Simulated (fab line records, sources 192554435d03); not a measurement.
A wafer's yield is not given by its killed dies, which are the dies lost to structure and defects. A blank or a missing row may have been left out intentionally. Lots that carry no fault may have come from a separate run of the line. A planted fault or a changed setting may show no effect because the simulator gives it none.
Split-lot experiment :: flow n5Finfet :: 7 lots, 39 wafers read, on a route of 1938 steps

ON THE SPLIT
At N5_SD_EPI_N_ETCH_45 (etches SiOCN in CH3F/O2, target depth 6 nm), the setting targetDepthA was moved away from the recipe's 60 angstrom on 18 of the 39 wafers read, by -12.7% to +12.3%. The other wafers ran this setting at the recipe's value.

Reading taken at the split's own step.

THE READING
etch.depthNm (the simulator's own value, which no gauge read), in nm, at N5_SD_EPI_N_ETCH_45 (etches SiOCN in CH3F/O2, target depth 6 nm). There is no usual value for it anywhere in the file. The 21 wafers here that ran the recipe average 5.957 nm, standard deviation 0.066 nm.

wafer: L074.1
tool, chamber at the split: rieDiel-06, 2
targetDepthA as run, angstrom: 60
against the recipe: recipe
etch.depthNm, nm: 5.965
against lot-mates on the recipe: -

wafer: L074.2
tool, chamber at the split: rieDiel-06, 0
targetDepthA as run, angstrom: 60
against the recipe: recipe
etch.depthNm, nm: 5.942
against lot-mates on the recipe: -

wafer: L074.3
tool, chamber at the split: rieDiel-06, 1
targetDepthA as run, angstrom: 52.41
against the recipe: -12.7%
etch.depthNm, nm: 5.144
against lot-mates on the recipe: -0.799

wafer: L074.4
tool, chamber at the split: rieDiel-06, 3
targetDepthA as run, angstrom: 52.41
against the recipe: -12.7%
etch.depthNm, nm: 5.164
against lot-mates on the recipe: -0.779

wafer: L074.5
tool, chamber at the split: rieDiel-06, 3
targetDepthA as run, angstrom: 60
against the recipe: recipe
etch.depthNm, nm: 5.922
against lot-mates on the recipe: -

wafer: L074.6
tool, chamber at the split: rieDiel-06, 0
targetDepthA as run, angstrom: 52.41
against the recipe: -12.7%
etch.depthNm, nm: 5.153
against lot-mates on the recipe: -0.790

wafer: L082.1
tool, chamber at the split: rieDiel-04, 3
targetDepthA as run, angstrom: 65.63
against the recipe: +9.4%
etch.depthNm, nm: 6.714
against lot-mates on the recipe: +0.748

wafer: L082.2
tool, chamber at the split: rieDiel-04, 1
targetDepthA as run, angstrom: 60
against the recipe: recipe
etch.depthNm, nm: 5.958
against lot-mates on the recipe: -

wafer: L082.3
tool, chamber at the split: rieDiel-04, 0
targetDepthA as run, angstrom: 60
against the recipe: recipe
etch.depthNm, nm: 6.029
against lot-mates on the recipe: -

wafer: L082.4
tool, chamber at the split: rieDiel-04, 2
targetDepthA as run, angstrom: 60
against the recipe: recipe
etch.depthNm, nm: 5.91
against lot-mates on the recipe: -

wafer: L082.5
tool, chamber at the split: rieDiel-04, 0
targetDepthA as run, angstrom: 65.63
against the recipe: +9.4%
etch.depthNm, nm: 6.603
against lot-mates on the recipe: +0.637

wafer: L082.6
tool, chamber at the split: rieDiel-04, 1
targetDepthA as run, angstrom: 65.63
against the recipe: +9.4%
etch.depthNm, nm: 6.525
against lot-mates on the recipe: +0.559

wafer: L087.1
tool, chamber at the split: rieDiel-06, 3
targetDepthA as run, angstrom: 60
against the recipe: recipe
etch.depthNm, nm: 6.02
against lot-mates on the recipe: -

wafer: L087.2
tool, chamber at the split: rieDiel-06, 0
targetDepthA as run, angstrom: 60
against the recipe: recipe
etch.depthNm, nm: 5.971
against lot-mates on the recipe: -

wafer: L087.3
tool, chamber at the split: rieDiel-06, 1
targetDepthA as run, angstrom: 67.36
against the recipe: +12.3%
etch.depthNm, nm: 6.68
against lot-mates on the recipe: +0.699

wafer: L087.4
tool, chamber at the split: rieDiel-06, 2
targetDepthA as run, angstrom: 60
against the recipe: recipe
etch.depthNm, nm: 5.953
against lot-mates on the recipe: -

wafer: L087.5
tool, chamber at the split: rieDiel-06, 0
targetDepthA as run, angstrom: 67.36
against the recipe: +12.3%
etch.depthNm, nm: 6.703
against lot-mates on the recipe: +0.722

wafer: L087.6
tool, chamber at the split: rieDiel-06, 3
targetDepthA as run, angstrom: 67.36
against the recipe: +12.3%
etch.depthNm, nm: 6.669
against lot-mates on the recipe: +0.688

wafer: L089.1
tool, chamber at the split: rieDiel-04, 1
targetDepthA as run, angstrom: 60
against the recipe: recipe
etch.depthNm, nm: 5.936
against lot-mates on the recipe: -

wafer: L089.2
tool, chamber at the split: rieDiel-04, 0
targetDepthA as run, angstrom: 60
against the recipe: recipe
etch.depthNm, nm: 6.002
against lot-mates on the recipe: -

wafer: L089.3
tool, chamber at the split: rieDiel-04, 3
targetDepthA as run, angstrom: 55.16
against the recipe: -8.1%
etch.depthNm, nm: 5.62
against lot-mates on the recipe: -0.359

wafer: L089.4
tool, chamber at the split: rieDiel-04, 0
targetDepthA as run, angstrom: 60
against the recipe: recipe
etch.depthNm, nm: 5.999
against lot-mates on the recipe: -

wafer: L089.5
tool, chamber at the split: rieDiel-04, 3
targetDepthA as run, angstrom: 55.16
against the recipe: -8.1%
etch.depthNm, nm: 5.633
against lot-mates on the recipe: -0.346

wafer: L089.6
tool, chamber at the split: rieDiel-04, 1
targetDepthA as run, angstrom: 55.16
against the recipe: -8.1%
etch.depthNm, nm: 5.485
against lot-mates on the recipe: -0.494

wafer: L090.1
tool, chamber at the split: rieDiel-04, 1
targetDepthA as run, angstrom: 54.1
against the recipe: -9.8%
etch.depthNm, nm: 5.317
against lot-mates on the recipe: -0.567

wafer: L090.2
tool, chamber at the split: rieDiel-04, 0
targetDepthA as run, angstrom: 60
against the recipe: recipe
etch.depthNm, nm: 5.819
against lot-mates on the recipe: -

wafer: L090.3
tool, chamber at the split: rieDiel-04, 3
targetDepthA as run, angstrom: 60
against the recipe: recipe
etch.depthNm, nm: 5.94
against lot-mates on the recipe: -

wafer: L090.4
tool, chamber at the split: rieDiel-04, 1
targetDepthA as run, angstrom: 54.1
against the recipe: -9.8%
etch.depthNm, nm: 5.235
against lot-mates on the recipe: -0.649

wafer: L090.5
tool, chamber at the split: rieDiel-04, 3
targetDepthA as run, angstrom: 54.1
against the recipe: -9.8%
etch.depthNm, nm: 5.383
against lot-mates on the recipe: -0.501

wafer: L090.6
tool, chamber at the split: rieDiel-04, 0
targetDepthA as run, angstrom: 60
against the recipe: recipe
etch.depthNm, nm: 5.894
against lot-mates on the recipe: -

wafer: L092.1
tool, chamber at the split: rieDiel-06, 0
targetDepthA as run, angstrom: 53.14
against the recipe: -11.4%
etch.depthNm, nm: 5.257
against lot-mates on the recipe: -0.650

wafer: L092.2
tool, chamber at the split: rieDiel-06, 3
targetDepthA as run, angstrom: 53.14
against the recipe: -11.4%
etch.depthNm, nm: 5.239
against lot-mates on the recipe: -0.668

wafer: L092.3
tool, chamber at the split: rieDiel-06, 1
targetDepthA as run, angstrom: 60
against the recipe: recipe
etch.depthNm, nm: 5.86
against lot-mates on the recipe: -

wafer: L092.4
tool, chamber at the split: rieDiel-06, 3
targetDepthA as run, angstrom: 60
against the recipe: recipe
etch.depthNm, nm: 5.957
against lot-mates on the recipe: -

wafer: L092.5
tool, chamber at the split: rieDiel-06, 1
targetDepthA as run, angstrom: 60
against the recipe: recipe
etch.depthNm, nm: 5.903
against lot-mates on the recipe: -

wafer: L092.6
tool, chamber at the split: rieDiel-06, 0
targetDepthA as run, angstrom: 53.14
against the recipe: -11.4%
etch.depthNm, nm: 5.282
against lot-mates on the recipe: -0.625

wafer: L095.1
tool, chamber at the split: rieDiel-04, 2
targetDepthA as run, angstrom: 60
against the recipe: recipe
etch.depthNm, nm: 6.114
against lot-mates on the recipe: -

wafer: L095.3
tool, chamber at the split: rieDiel-04, 1
targetDepthA as run, angstrom: 60
against the recipe: recipe
etch.depthNm, nm: 5.929
against lot-mates on the recipe: -

wafer: L095.6
tool, chamber at the split: rieDiel-04, 2
targetDepthA as run, angstrom: 60
against the recipe: recipe
etch.depthNm, nm: 6.072
against lot-mates on the recipe: -

FIT RESULTS
A straight line over all 39 wafers: etch.depthNm changes by +0.0619 nm for each +1% of targetDepthA; r = +0.99; the points scatter about the line by 0.074 nm.
The same after taking each lot's own level away (the mean of its wafers on the recipe; 39 wafers): +0.0596 nm for each +1%; r = +0.99; scatter 0.061 nm.
Per that fit: largest targetDepthA move, reading shift of 0.75 nm.
The lots' own levels span 5.8843 to 6.0383 nm, that is 2.3 times the standard deviation above.
Consequently the slope shifts little with the lot-to-lot level, the two slopes agreeing.
Check: -0.737 nm against its lot-mates is what the line predicts for one of the wafers moved furthest among these (-12.7%) when that wafer is left out of the fit. It came out at -0.799 nm against them.

FURTHER SPLITS ON THESE WAFERS
Note: prior to the reading, these wafers also went through further splits. Each is held against what the fit with the lots' levels taken away leaves over:
other split on the same wafers: N5_DUMMY_GATE_ETCH_37 sourceW
wafers away from the commonest value: 15
r with etch.depthNm (lot level and that fit taken away): +0.13

other split on the same wafers: N5_DUMMY_GATE_ETCH_32 timeS
wafers away from the commonest value: 18
r with etch.depthNm (lot level and that fit taken away): -0.29

FILE'S OWN FIT
etch.depthNm changes by +0.0593 nm for each +1% of targetDepthA, r = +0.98.
